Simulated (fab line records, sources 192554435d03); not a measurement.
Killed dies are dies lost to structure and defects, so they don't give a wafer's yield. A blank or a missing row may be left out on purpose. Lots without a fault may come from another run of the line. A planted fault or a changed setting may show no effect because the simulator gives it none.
A struck lot beside a sound one | flow n5_finfet | 14 steps out of a route of 1938
Sound: wafers L100.3, L100.4, L100.5. Struck: wafers L104.2, L104.4, L104.5. The cause comes at the end.
At each step with rows: each side's tool, then ch and its chambers, then its first start. Under that, the readings that differ: sound wafers | struck wafers | difference of the means | sigmas: that difference in standard deviations of wafers without a fault.
alike: readings whose means differ by less than 2 such deviations, and words and numbers that are the same on both sides. not compared: withheld readings, readings that some wafer has no value for, bounds like >300 that may hide the same value, and numbers for which the record gives no deviation and whose values overlap.
The two part at a step that has a row with sigmas, a row that says differs or no value, or rows on one side only. Numbers that don't overlap but have no deviation are shown without sigmas and don't part them. A reading that every wafer of one side lacks parts them only if that side has two wafers or more.

first, 7 steps without rows for these wafers: N5_MIM_TOP_LITHO_COAT_02; N5_MIM_TOP_LITHO_EBR_04; N5_MIM_TOP_LITHO_SOFTBAKE_03 (time 90 s); N5_MIM_TOP_LITHO_EXPOSE_05 (exposes mask MIM TOP, target cd 2000 nm); N5_MIM_TOP_LITHO_PEB_06; N5_MIM_TOP_LITHO_DEVELOP_07 (develop time 60 s); N5_MIM_TOP_LITHO_HARDBAKE_09 (time 120 s).
N5_MIM_TOP_LITHO_CD_MEAS_08: target cd 2000 nm.
  sound on cd_sem-01 ch 0, day 13 02:45; struck on cd_sem-01 ch 0, day 14 09:21
  alike: cd_nm
N5_MIM_TOP_LITHO_OVL_MEAS_11:
  sound on overlay-01 ch 0, day 13 02:47; struck on overlay-01 ch 0, day 14 09:23
  alike: MIM_TOP_OVL
N5_MIM_TOP_LITHO_INSPECT_12: inspects for defects (macro).
  sound on defect_inspect-02, day 13 02:49; struck on defect_inspect-02, day 14 09:25
  alike: raw_defect_count
N5_MIM_TOP_LITHO_DESCUM_10: chemistry O2, time 7.9 s.
  sound on rie_diel-04 ch 0,2,3, day 13 02:50; struck on rie_diel-01 ch 0,1, day 14 09:26
  alike: drypump_motor_current_A, oes_product_au, rf_vpp_V, showerhead_plenum_p_Torr, throttle_valve_pct
  not compared: rf_hours_counter_h
N5_MIM_TOP_ETCH_ETCH_00: etches TiN in Cl2/BCl3, target depth 38.5 nm.
  sound on rie_metal-01 ch 0,1, day 13 02:58; struck on rie_metal-03 ch 0,1, day 14 09:32
  alike: drypump_motor_current_A, oes_product_au, throttle_valve_pct
  not compared: rf_hours_counter_h
N5_MIM_TOP_ETCH_STRIP_01: strips in O2.
  sound on rie_diel-03 ch 0,1, day 13 03:05; struck on rie_diel-03 ch 0,1, day 14 09:40
  reading    | sound             | struck            | difference | sigmas
  temp_c (C) | 59.94 60.15 60.06 | 64.43 64.45 64.37 | +4.37      | +36
  alike: drypump_motor_current_A, oes_product_au, rf_vpp_V, showerhead_plenum_p_Torr, throttle_valve_pct
  not compared: rf_hours_counter_h
N5_MIM_TOP_ETCH_PECVD_03: deposits SiNx from SiH4/NH3/N2, target thk 20 nm, time 17.6 s.
  sound on pecvd-04 ch 0,1, day 13 03:09; struck on pecvd-02 ch 1,2, day 14 09:44
  reading            | sound       | struck      | difference | sigmas
  heater_power_w (W) | 935 930 764 | 736 737 622 | -178       | -2
  alike: chamber_pressure_Torr, showerhead_plenum_p_Torr, throttle_valve_pct

WHERE THEY PART
First at N5_MIM_TOP_ETCH_STRIP_01; last, within this record, at N5_MIM_TOP_ETCH_PECVD_03.

WHY: what the simulator had put in
Process parameter drift: rie_diel-03, from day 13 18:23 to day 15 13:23, at N5_MIM_TOP_ETCH_STRIP_01. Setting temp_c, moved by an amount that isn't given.
